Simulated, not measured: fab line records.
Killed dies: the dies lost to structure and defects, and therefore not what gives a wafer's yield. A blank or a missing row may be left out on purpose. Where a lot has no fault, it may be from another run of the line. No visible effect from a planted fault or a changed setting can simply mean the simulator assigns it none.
Split-lot trial ; flow n5 finfet ; route with 1938 steps; 7 lots, 21 wafers read

== SPLIT DETAILS ==
At N5_BEOL_M12_ETCH_38 (etches SiCN in CF4/N2, target depth 68.7 nm, time 73.4 s), the setting time s was moved away from the recipe's 73.4 s on 6 of the 21 wafers read, by -18.1% to -12.4%. This setting was run at the recipe's value on the other wafers.

The reading is taken at the split's own step.

== THE READING ==
etch.depth nm (the simulator's own value, which no gauge read), in nm, at N5_BEOL_M12_ETCH_38 (etches SiCN in CF4/N2, target depth 68.7 nm, time 73.4 s). The file gives no usual value for it. Across the 15 wafers here that went through the recipe, the average is 58.35 nm and the standard deviation 1.5 nm.

wafer;tool, chamber at the split;time s as run, s;against the recipe;etch.depth nm, nm;against lot-mates on the recipe
L078.1;rie diel-05, 3;73.4;recipe;58.15;-
L078.3;rie diel-05, 1;73.4;recipe;59.37;-
L078.4;rie diel-05, 0;73.4;recipe;57.73;-
L081.3;rie diel-05, 3;73.4;recipe;58.61;-
L081.4;rie diel-05, 0;73.4;recipe;58.19;-
L081.6;rie diel-05, 0;73.4;recipe;57.95;-
L083.2;rie diel-05, 3;73.4;recipe;57.4;-
L083.3;rie diel-05, 0;73.4;recipe;57.23;-
L083.4;rie diel-05, 1;73.4;recipe;58.98;-
L084.1;rie diel-04, 3;62.53;-14.8%;52.53;-8.09
L084.4;rie diel-04, 2;73.4;recipe;59.73;-
L084.5;rie diel-04, 3;73.4;recipe;61.52;-
L085.2;rie diel-03, 3;73.4;recipe;55.68;-
L085.4;rie diel-03, 1;64.32;-12.4%;52.3;-3.38
L085.5;rie diel-03, 1;64.32;-12.4%;52.07;-3.61
L095.1;rie diel-03, 2;73.4;recipe;58.89;-
L095.4;rie diel-03, 3;73.4;recipe;55.59;-
L095.6;rie diel-03, 1;60.11;-18.1%;48.61;-8.63
L097.1;rie diel-04, 1;73.4;recipe;60.17;-
L097.2;rie diel-04, 2;61.28;-16.5%;48.81;-11.36
L097.4;rie diel-04, 3;61.28;-16.5%;49.46;-10.71

FIT RESULTS
A straight line over all 21 wafers: etch.depth nm changes by +0.516 nm for each +1% of time s; r = +0.93; the points scatter about the line by 1.4 nm.
The same after taking each lot's own level away (the mean of its wafers on the recipe; 21 wafers): +0.526 nm for each +1%; r = +0.93; scatter 1.5 nm.
That fit puts the effect of the largest move of time s on the reading at 9.5 nm.
The lots' own levels span 55.680 to 60.625 nm, that is 3.3 times the standard deviation above.
The two slopes agree, so the slope changes little with the lot-to-lot level.
Check: -9.68 nm against its lot-mates is what the line predicts for one of the wafers moved furthest among these (-18.1%) when that wafer is left out of the fit. It came out at -8.63 nm against them.

== FURTHER SPLITS ON THESE WAFERS ==
Before the reading, these wafers also passed through other splits. Each is held against what the fit with the lots' levels taken away leaves over:
other split on the same wafers;wafers away from the commonest value;r with etch.depth nm (lot level and that fit taken away)
N5_BEOL_M8_ILD_DEP_00 time s;7;+0.12
N5_BEOL_M8_PECVD_70 temp c;3;+0.16
N5_BEOL_M10_VIA_ETCH_34 time s;5;+0.29
N5_BEOL_M11_HM_DEP_02 target thk a;7;+0.48
N5_BEOL_M11_EXPOSE_08 dose mj;1;-0.45
N5_BEOL_M12_TRENCH_ETCH_34 time s;7;+0.56

== THE FILE'S OWN FIT ==
etch.depth nm changes by +0.516 nm for each +1% of time s, r = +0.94.
